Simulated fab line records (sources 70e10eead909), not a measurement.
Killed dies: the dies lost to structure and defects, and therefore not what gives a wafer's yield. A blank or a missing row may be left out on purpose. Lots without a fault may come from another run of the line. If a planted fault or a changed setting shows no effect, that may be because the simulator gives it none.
2 desks looking at one fault | flow nand_harc | only its own numbers are on each desk; what lay behind them is given at the end

## TOOL OWNER'S DESK, pecvd_onon-02
The tool's own readings at NHARC_A_ONON_D1_DEP_16 (target thk 1000 nm): means of the sampled wafers that have a number, for each lot that ran on this tool. Any lot whose mean is over 4 standard deviations away from the usual mean is out of limits and marked OUT; that distance is given in the brackets.
Columns: A = nh3_flow_sccm at NHARC_A_ONON_D1_DEP_16, usual 500.3 sccm
lot  | first seen here | A
L457 | day 8 00:55     | 500.8
L458 | day 8 12:59     | 501.7
L465 | day 10 08:41    | 500.3
L466 | day 10 21:15    | 500.4
L474 | day 12 07:43    | 500.1
L475 | day 12 16:48    | 500.1
Finding of this desk: none of the 6 lots has anything out of limits.

## THE METROLOGY DESK
Means of the sampled wafers that have a number, per lot and without regard to the tool the lot ran on: this is what the gauges read. Any lot whose mean is over 4 standard deviations away from the usual mean is out of limits and marked OUT; that distance is given in the brackets.
Columns: A = thk_nm at NHARC_A_ONON_D1_THK_MEAS_05, usual 997 nm; B = thk_nm at NHARC_A_ONON_D1_THK_MEAS_14, usual 1002 nm; C = thk_nm at NHARC_A_ONON_D1_THK_MEAS_18, usual 1000 nm; D = thk_nm at NHARC_A_ONON_D1_THK_MEAS_34, usual 201 nm
lot  | first seen here | A    | B    | C              | D
L456 | day 7 16:32     | 998  | 986  | 999            | 200
L457 | day 7 16:33     | 1010 | 993  | 983            | 202
L458 | day 8 03:25     | 1005 | 1005 | 1004           | 201
L460 | day 8 12:58     | 999  | 979  | 1004           | 199
L461 | day 8 18:40     | 982  | 1002 | 1006           | 201
L463 | day 9 06:19     | 994  | 1010 | 1006           | 201
L464 | day 10 00:20    | 994  | 1010 | 1001           | 200
L465 | day 10 00:22    | 1003 | 990  | 995            | 203
L466 | day 10 12:33    | 990  | 1014 | 1025           | 202
L467 | day 10 12:34    | 993  | 992  | 995            | 198
L474 | day 11 23:26    | 992  | 1006 | 1546 (+55) OUT | -
L475 | day 12 03:18    | 1000 | 1003 | 1547 (+55) OUT | -
L477 | day 12 16:23    | 1011 | 1000 | 990            | 197
L478 | day 13 01:43    | 994  | 1000 | 991            | 204
This desk's finding: out of limits on L474, L475; first on L474, day 12 08:13 (thk_nm at NHARC_A_ONON_D1_THK_MEAS_18). In limits: L456, L457, L458, L460, L461, L463, L464, L465, L466, L467, L477, L478.

## PUT TOGETHER
At day 12 08:13 the metrology desk could have sounded an alarm, on L474, L475.
The desk of the tool owner found nothing out of limits.
The tool owner's desk has L474, L475 on record, within its limits.
All the named lots went through NHARC_A_ONON_D1_DEP_16 on pecvd_onon-02.

## WHAT WAS PUT IN BY THE SIMULATOR
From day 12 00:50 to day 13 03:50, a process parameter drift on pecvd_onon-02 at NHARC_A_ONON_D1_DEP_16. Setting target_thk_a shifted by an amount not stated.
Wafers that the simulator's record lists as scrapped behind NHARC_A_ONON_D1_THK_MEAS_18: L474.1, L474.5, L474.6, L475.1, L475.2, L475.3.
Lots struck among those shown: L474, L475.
Hours from the fault's start to each desk's first reading out of limits: the metrology desk, 7.
